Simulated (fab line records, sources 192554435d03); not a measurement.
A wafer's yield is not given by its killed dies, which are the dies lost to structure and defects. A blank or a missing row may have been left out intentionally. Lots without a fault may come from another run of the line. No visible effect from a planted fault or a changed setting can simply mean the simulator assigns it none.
Chamber matching | flow n5Finfet | N5_BEOL_M15_ETCH_61 on rieDiel-02: 4 sister chambers
The step etches BARC in N2/H2, target depth 89 nm, overetch 26.7 nm, time 67.9 s. 4 wafers are shown with their chamber, then 7 later ones without.

## WAFERS PAIRED WITH THEIR CHAMBERS
wafer  | chamber | showerheadPlenumPTorr (Torr)
L079.4 | 2       | 2.56
L086.4 | 1       | 2.46
L092.2 | 0       | 2.59
L092.4 | 3       | 2.41

## WAFERS WITHOUT THEIR CHAMBER
wafer  | showerheadPlenumPTorr (Torr)
L092.6 | 2.59
L093.1 | 2.45
L093.4 | 2.59
L093.6 | 2.41
L097.1 | 2.41
L097.2 | 2.55
L097.3 | 2.45

## WHICH CHAMBER EACH WENT THROUGH
wafer  | from the rows above | in truth
L092.6 | 0                   | 0
L093.1 | 1                   | 1
L093.4 | 0                   | 0
L093.6 | 3                   | 3
L097.1 | 3                   | 3
L097.2 | 2                   | 2
L097.3 | 1                   | 1
7 of 7 placed correctly. Left unplaced by these rows: 0. Wrongly placed: 0.
How it was worked out, from the rows above alone: a wafer's distance from a chamber is the root of the sum, over the readings, of the square of ((its reading less the chamber's mean) divided by the reading's scatter). If the next closest chamber is less than 2 further off than the closest, the wafer can't be placed; otherwise it belongs to the closest. Each chamber's mean is taken over the wafers shown for it. The scatter (one wafer shown for each chamber): square how far every hidden wafer sits from the nearest shown wafer, average those squares and take the square root.
